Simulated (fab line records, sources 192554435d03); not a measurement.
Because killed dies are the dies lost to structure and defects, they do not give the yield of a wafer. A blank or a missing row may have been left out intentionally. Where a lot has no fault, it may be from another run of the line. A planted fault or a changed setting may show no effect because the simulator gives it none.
Which tool did it? + flow n5Finfet + Sampling: 10 lots, 30 wafers, 5 of 1938 route steps

## WHAT THE GAUGES READ, wafer by wafer
N5_BEOL_M4_RC_MEAS_101.
| lot  | measured     | on        | DIBL_N (mV/V)  | DIBL_P (mV/V)  | IOFF_N (nA/um)    | IOFF_P (nA/um) | ION_N (uA/um) | ION_P (uA/um) | SS_N (mV/dec)  | SS_P (mV/dec)  | VT_N (mV)   | VT_P (mV)      |
|------|--------------|-----------|----------------|----------------|-------------------|----------------|---------------|---------------|----------------|----------------|-------------|----------------|
| L721 | day 8 14:43  | prober-02 | 35.3 33.1 35.4 | 35.0 32.6 35.4 | 0.147 0.115 0.157 | 0.18 0.16 0.20 | 670 664 679   | 456 458 466   | 71.7 70.6 70.9 | 72.2 72.7 72.6 | 248 254 248 | -254 -252 -247 |
| L723 | day 9 00:02  | prober-02 | 33.6 36.0 35.5 | 35.7 38.2 37.7 | 0.140 0.180 0.182 | 0.19 0.24 0.22 | 675 683 686   | 461 466 462   | 70.7 71.5 71.5 | 74.2 73.6 74.4 | 247 245 246 | -252 -249 -248 |
| L725 | day 9 14:56  | prober-02 | 34.1 35.1 35.1 | 32.8 32.7 32.5 | 0.123 0.135 0.121 | 0.19 0.19 0.18 | 667 666 654   | 463 460 452   | 70.3 70.8 70.6 | 72.7 72.9 72.9 | 251 249 253 | -251 -251 -252 |
| L724 | day 10 14:03 | prober-01 | 35.8 35.6 35.3 | 34.8 35.3 34.3 | 0.142 0.137 0.125 | 0.18 0.19 0.17 | 673 672 665   | 457 461 460   | 71.2 70.9 70.9 | 73.5 73.3 73.4 | 251 252 255 | -254 -252 -255 |
| L736 | day 12 12:25 | prober-02 | 35.0 36.7 34.3 | 34.5 36.2 33.6 | 0.126 0.153 0.119 | 0.17 0.20 0.17 | 671 669 670   | 461 456 464   | 71.3 71.5 71.0 | 73.3 73.5 72.6 | 254 251 254 | -251 -252 -255 |
| L738 | day 13 03:14 | prober-01 | 35.8 34.0 37.7 | 35.4 33.6 37.9 | 0.139 0.103 0.166 | 0.19 0.17 0.23 | 667 641 659   | 461 449 453   | 71.4 71.2 71.9 | 72.9 73.1 73.5 | 256 257 251 | -252 -254 -252 |
| L739 | day 13 08:16 | prober-02 | 35.1 38.0 33.5 | 35.6 38.5 33.5 | 0.145 0.202 0.112 | 0.20 0.26 0.16 | 682 690 657   | 466 471 452   | 72.3 73.0 71.0 | 73.7 74.0 73.2 | 252 246 257 | -250 -247 -255 |
| L741 | day 13 11:02 | prober-02 | 34.1 35.5 36.5 | 35.2 35.3 36.2 | 0.141 0.164 0.184 | 0.20 0.21 0.23 | 666 661 665   | 460 453 454   | 71.0 71.4 72.2 | 74.2 73.9 73.5 | 252 250 249 | -250 -251 -249 |
| L742 | day 13 16:16 | prober-01 | 36.1 36.3 35.4 | 34.9 35.3 35.1 | 0.148 0.159 0.150 | 0.18 0.19 0.19 | 668 676 662   | 454 462 461   | 71.4 71.4 71.5 | 73.0 73.0 73.4 | 251 248 247 | -255 -253 -252 |
| L743 | day 13 19:15 | prober-02 | 36.9 35.1 37.1 | 37.1 34.1 36.7 | 0.151 0.120 0.148 | 0.21 0.18 0.22 | 667 663 658   | 460 465 456   | 71.1 71.8 71.5 | 73.5 72.4 73.8 | 248 254 250 | -249 -250 -248 |

## WHAT TOOL EACH LOT RAN ON (gives the tool, then ch and the chambers of the sampled wafers, and finally the start)
| lot  | N5_BEOL_M1_SPUTTER_90       | N5_BEOL_M1_SPUTTER_92       | N5_BEOL_M1_SPUTTER_96       | N5_BEOL_M1_CO_CAP_55            |
|------|-----------------------------|-----------------------------|-----------------------------|---------------------------------|
| L721 | pvdSputter-01, day 6 18:54  | pvdSputter-01, day 6 19:07  | pvdSputter-01, day 6 19:34  | cvdCo-01 ch 0,1,2, day 6 20:25  |
| L723 | pvdSputter-01, day 7 09:12  | pvdSputter-01, day 7 09:25  | pvdSputter-01, day 7 09:52  | cvdCo-01 ch 1,2, day 7 10:43    |
| L725 | pvdSputter-02, day 7 10:02  | pvdSputter-02, day 7 10:15  | pvdSputter-02, day 7 10:41  | cvdCo-01 ch 0,1,2, day 7 11:34  |
| L724 | pvdSputter-03, day 7 19:39  | pvdSputter-03, day 7 19:52  | pvdSputter-03, day 7 20:19  | cvdCo-02 ch 1,2, day 7 21:10    |
| L736 | pvdSputter-03, day 10 03:20 | pvdSputter-03, day 10 03:34 | pvdSputter-03, day 10 04:00 | cvdCo-02 ch 0,1, day 10 04:56   |
| L738 | pvdSputter-02, day 11 02:02 | pvdSputter-02, day 11 02:15 | pvdSputter-02, day 11 02:41 | cvdCo-01 ch 1,2, day 11 03:34   |
| L739 | pvdSputter-03, day 11 07:14 | pvdSputter-03, day 11 07:27 | pvdSputter-03, day 11 07:53 | cvdCo-02 ch 0,2, day 11 09:02   |
| L741 | pvdSputter-01, day 11 20:56 | pvdSputter-01, day 11 21:10 | pvdSputter-01, day 11 21:36 | cvdCo-02 ch 1,2, day 11 22:28   |
| L742 | pvdSputter-03, day 12 01:10 | pvdSputter-03, day 12 01:23 | pvdSputter-03, day 12 01:50 | cvdCo-01 ch 0,1,2, day 12 03:22 |
| L743 | pvdSputter-01, day 12 03:53 | pvdSputter-01, day 12 04:06 | pvdSputter-01, day 12 04:32 | cvdCo-01 ch 0,1,2, day 12 06:05 |
- N5_BEOL_M1_SPUTTER_90: material Cu, target thk 4.5 nm, time 8.29 s.
- N5_BEOL_M1_SPUTTER_92: material Cu, target thk 4.5 nm, time 8.29 s.
- N5_BEOL_M1_SPUTTER_96: material Cu, target thk 4.5 nm, time 8.29 s.
- N5_BEOL_M1_CO_CAP_55: material Co, precursor CCTBA/H2, target thk 2 nm, time 102.1 s.

## AS READ BY THE TOOLS THEMSELVES (means over the sampled wafers that have a number; for cases with no such wafer, the mark the record gives instead)
N5_BEOL_M1_SPUTTER_90.
| lot  | tool          | throttleValvePct (%) |
|------|---------------|----------------------|
| L721 | pvdSputter-01 | 29.2                 |
| L723 | pvdSputter-01 | 30.2                 |
| L725 | pvdSputter-02 | 29.5                 |
| L724 | pvdSputter-03 | 30.7                 |
| L736 | pvdSputter-03 | 30.0                 |
| L738 | pvdSputter-02 | 29.3                 |
| L739 | pvdSputter-03 | 31.0                 |
| L741 | pvdSputter-01 | 30.2                 |
| L742 | pvdSputter-03 | 30.0                 |
| L743 | pvdSputter-01 | 29.3                 |

N5_BEOL_M1_SPUTTER_92.
| lot  | tool          | throttleValvePct (%) |
|------|---------------|----------------------|
| L721 | pvdSputter-01 | 29.6                 |
| L723 | pvdSputter-01 | 30.3                 |
| L725 | pvdSputter-02 | 29.4                 |
| L724 | pvdSputter-03 | 30.5                 |
| L736 | pvdSputter-03 | 29.9                 |
| L738 | pvdSputter-02 | 29.0                 |
| L739 | pvdSputter-03 | 31.1                 |
| L741 | pvdSputter-01 | 30.3                 |
| L742 | pvdSputter-03 | 30.0                 |
| L743 | pvdSputter-01 | 29.3                 |

N5_BEOL_M1_SPUTTER_96.
| lot  | tool          | throttleValvePct (%) |
|------|---------------|----------------------|
| L721 | pvdSputter-01 | 29.5                 |
| L723 | pvdSputter-01 | 30.2                 |
| L725 | pvdSputter-02 | 29.6                 |
| L724 | pvdSputter-03 | 30.6                 |
| L736 | pvdSputter-03 | 30.0                 |
| L738 | pvdSputter-02 | 29.0                 |
| L739 | pvdSputter-03 | 31.0                 |
| L741 | pvdSputter-01 | 30.3                 |
| L742 | pvdSputter-03 | 29.8                 |
| L743 | pvdSputter-01 | 29.3                 |

N5_BEOL_M1_CO_CAP_55.
| lot  | tool     | chamberPressureTorr (Torr) | heaterPowerOuterW (W) | heaterPowerW (W) |
|------|----------|----------------------------|-----------------------|------------------|
| L721 | cvdCo-01 | 30.01                      | 117                   | 222              |
| L723 | cvdCo-01 | 30.01                      | 126                   | 230              |
| L725 | cvdCo-01 | -                          | -                     | -                |
| L724 | cvdCo-02 | -                          | -                     | -                |
| L736 | cvdCo-02 | 30.01                      | 123                   | 230              |
| L738 | cvdCo-01 | 30.05                      | 124                   | 230              |
| L739 | cvdCo-02 | 30.02                      | 127                   | 238              |
| L741 | cvdCo-02 | 29.99                      | 101                   | 205              |
| L742 | cvdCo-01 | 30.10                      | 118                   | 218              |
| L743 | cvdCo-01 | 30.05                      | 118                   | 221              |

## THE ANSWER, worked out from the rows above alone
Rule: the lots themselves supply what counts as usual. Put in order of their means at a reading, lots are off if they are a third of the lots or fewer, leave a main group of 4 or more, and stand apart from it by a gap of 3 or more times the standard deviation of the main group's means; of several such gaps the widest counts. If all means in a main group match to the digits the tables above print for the reading, that group is not used. A lot without any number at a reading at which 4 lots or more have one is off too. The other lots that the step has rows for count as sound. The gauges are gone through in route order, then the tools' own readings, and for those a lot's mean is taken as printed above. The first step at which some lot is off is used, and at that step the reading that is off furthest; a lot without a number counts as furthest.
Off at N5_BEOL_M1_CO_CAP_55 (chamberPressureTorr): L725, L724. Without a number there: L725, L724. Main group: mean 30.03 Torr, sd 0.033.
A tool fits if, at that step or a process step before it, it ran every lot that is off, and no sound lot after the first of them. None of those tried fits.

## WHAT THE SIMULATOR HAD PUT IN
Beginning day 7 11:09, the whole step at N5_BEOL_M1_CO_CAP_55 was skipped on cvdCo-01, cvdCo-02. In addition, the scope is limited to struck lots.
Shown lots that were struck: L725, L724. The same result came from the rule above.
